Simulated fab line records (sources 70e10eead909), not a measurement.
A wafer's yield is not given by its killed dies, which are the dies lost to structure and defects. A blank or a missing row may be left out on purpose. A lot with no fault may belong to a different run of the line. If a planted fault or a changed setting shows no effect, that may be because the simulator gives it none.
Matching of chambers + flow nandHarc + NHARC_A_STAIRCASE_CMP_152 on cmp-02 has 4 sister chambers
The step polishes. 8 wafers are shown with their chamber, then 11 later ones without.

== WAFERS WITH THEIR CHAMBER ==
| wafer  | chamber | motorCurrentA (A) |
|--------|---------|-------------------|
| L081.3 | 3       | 9.8               |
| L080.6 | 2       | 14.5              |
| L085.3 | 1       | 11.9              |
| L085.5 | 2       | 13.3              |
| L086.1 | 1       | 12.9              |
| L086.4 | 0       | 12.2              |
| L086.6 | 3       | 9.3               |
| L090.1 | 0       | 13.4              |

== WAFERS WITH NO CHAMBER GIVEN ==
| wafer  | motorCurrentA (A) |
|--------|-------------------|
| L090.2 | 9.6               |
| L090.4 | 13.1              |
| L093.1 | 13.1              |
| L093.2 | 13.1              |
| L093.3 | 9.7               |
| L095.1 | 12.9              |
| L095.2 | 12.2              |
| L095.6 | 12.3              |
| L097.1 | 9.5               |
| L097.3 | 13.3              |
| L097.6 | 13.3              |

== CHAMBER TAKEN BY EACH ==
| wafer  | from the rows above          | in truth |
|--------|------------------------------|----------|
| L090.2 | 3                            | 3        |
| L090.4 | can't be placed: 0 or 1 or 2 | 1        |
| L093.1 | can't be placed: 0 or 1 or 2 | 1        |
| L093.2 | can't be placed: 0 or 1 or 2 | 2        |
| L093.3 | 3                            | 3        |
| L095.1 | can't be placed: 0 or 1 or 2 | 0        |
| L095.2 | can't be placed: 1 or 0      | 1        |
| L095.6 | can't be placed: 1 or 0      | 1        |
| L097.1 | 3                            | 3        |
| L097.3 | can't be placed: 0 or 2 or 1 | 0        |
| L097.6 | can't be placed: 0 or 2 or 1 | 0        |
Correct placement for 3 of the 11. Can't be placed from these rows: 8 (the true chamber is among the candidates in 8). Number placed wrongly: 0.
How it was worked out, from the rows above alone: a wafer's distance from a chamber is the root of the sum, over the readings, of the square of ((its reading less the chamber's mean) divided by the reading's scatter). If the next closest chamber is less than 2 further off than the closest, the wafer can't be placed; otherwise it belongs to the closest. A chamber's mean is the mean of its shown wafers. The scatter is the square root of a quotient: the sum, over the shown wafers, of each reading's squared deviation from its chamber's mean, divided by wafers minus chambers.
